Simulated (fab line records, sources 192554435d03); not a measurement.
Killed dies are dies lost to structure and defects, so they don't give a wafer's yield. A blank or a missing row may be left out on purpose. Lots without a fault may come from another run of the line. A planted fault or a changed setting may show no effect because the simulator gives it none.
A struck lot beside a sound one | flow n5_finfet | 19 steps out of a route of 1938
Sound: wafers L875.2, L875.3, L875.5. Struck: wafers L886.2, L886.4. The cause comes at the end.
At each step with rows: each side's tool, then ch and its chambers, then its first start. Under that, the readings that differ: sound wafers | struck wafers | difference of the means | sigmas: that difference in standard deviations of wafers without a fault.
alike: readings whose means differ by less than 2 such deviations, and words and numbers that are the same on both sides. not compared: withheld readings, readings that some wafer has no value for, bounds like >300 that may hide the same value, and numbers for which the record gives no deviation and whose values overlap.
The two part at a step that has a row with sigmas, a row that says differs or no value, or rows on one side only. Numbers that don't overlap but have no deviation are shown without sigmas and don't part them. A reading that every wafer of one side lacks parts them only if that side has two wafers or more.

N5_BEOL_M0_SAQP_HM_DEP_02: deposits TiN, target thk 12 nm.
  sound on pvd_sputter-01, day 8 05:27; struck on pvd_sputter-02, day 11 07:50
  alike: chamber_pressure_pa, throttle_valve_pct
N5_BEOL_M0_SAQP_PECVD_03: deposits SiCN from 3MS/NH3, target thk 12 nm, time 21.1 s.
  sound on pecvd-01 ch 0,2, day 8 05:34; struck on pecvd-01 ch 1, day 11 07:57
  alike: chamber_pressure_Torr, showerhead_plenum_p_Torr, throttle_valve_pct
then, 1 step without rows for these wafers: N5_BEOL_M0_SAQP_PECVD_96 (deposits a-Si from SiH4/He, target thk 45 nm, time 45.2 s).
N5_BEOL_M0_SAQP_PECVD_97: deposits SiNx from SiH4/NH3/N2, target thk 23 nm, time 19.9 s.
  sound on pecvd-01 ch 0,2, day 8 05:39; struck on pecvd-01 ch 1, day 11 08:02
  alike: chamber_pressure_Torr, heater_power_w, showerhead_plenum_p_Torr, throttle_valve_pct
N5_BEOL_M0_SAQP_PECVD_04: deposits a-Si from SiH4/He, target thk 60 nm, time 60.2 s.
  sound on pecvd-01 ch 0,2, day 8 05:41; struck on pecvd-01 ch 1, day 11 08:04
  alike: chamber_pressure_Torr, heater_power_w, showerhead_plenum_p_Torr, throttle_valve_pct
N5_BEOL_M0_SAQP_THK_MEAS_05:
  sound on film_metro-01, day 8 05:47; struck on film_metro-01, day 11 08:10
  alike: thk_nm
N5_BEOL_M0_SAQP_HM_DEP_111: deposits SiO2 from SiH4/N2O, target thk 12 nm, time 7.2 s.
  sound on pecvd-04 ch 1,2, day 8 05:49; struck on pecvd-04 ch 0,2, day 11 08:12
  alike: chamber_pressure_Torr, heater_power_w, showerhead_plenum_p_Torr
then, 5 steps without rows for these wafers: N5_BEOL_M0_SAQP_COAT_81 (time 60 s, resist thk 100 nm); N5_BEOL_M0_SAQP_COAT_82 (time 60 s, resist thk 30 nm); N5_BEOL_M0_SAQP_COAT_08 (resist thk 90 nm); N5_BEOL_M0_SAQP_EBR_10; N5_BEOL_M0_SAQP_SOFTBAKE_09 (time 60 s).
N5_BEOL_M0_SAQP_EXPOSE_11: exposes mask M0 CORE, target cd 42 nm.
  sound on arfi_scanner-01 ch 0, day 8 06:10; struck on arfi_scanner-01 ch 0, day 11 08:24
  alike: mask
then, 2 steps without rows for these wafers: N5_BEOL_M0_SAQP_PEB_12 (peb time 60 s); N5_BEOL_M0_SAQP_DEVELOP_13 (develop time 30 s).
N5_BEOL_M0_SAQP_CD_MEAS_14: target cd 42.5 nm.
  sound on cd_sem-02 ch 0, day 8 06:17; struck on cd_sem-03 ch 0, day 11 08:31
  reading    | sound          | struck    | difference | sigmas
  cd_nm (nm) | 42.6 43.1 43.3 | 40.9 41.3 | -1.9       | -6
N5_BEOL_M0_SAQP_OVL_MEAS_15:
  sound on overlay-02 ch 0, day 8 06:19; struck on overlay-02 ch 0, day 11 08:33
  alike: M0_CORE_OVL
-- the record jumps here: 3 days lie between the struck wafers' starts before and after (it left off in module BEOL_M0_SAQP and takes up again in module BEOL_M4, whose first step shown is number 1111 of the route) --
N5_BEOL_M4_RC_MEAS_101:
  sound on prober-01 ch 0, day 11 01:49; struck on prober-02 ch 0, day 14 02:21
  alike: DIBL_N, DIBL_P, IOFF_N, IOFF_P, ION_N, ION_P, SS_N, SS_P, VT_N, VT_P
-- the record jumps here: 4 days lie between the struck wafers' starts before and after (it left off in module BEOL_M4 and takes up again in module PASSIVATION, whose first step shown is number 1936 of the route) --
N5_PASSIVATION_PROBE_49:
  the record has rows for the struck wafers here (prober-02, day 18 11:46) and none for the sound ones

WHERE THEY PART
First at N5_BEOL_M0_SAQP_CD_MEAS_14; last, within this record, at N5_PASSIVATION_PROBE_49.

WHY: what the simulator had put in
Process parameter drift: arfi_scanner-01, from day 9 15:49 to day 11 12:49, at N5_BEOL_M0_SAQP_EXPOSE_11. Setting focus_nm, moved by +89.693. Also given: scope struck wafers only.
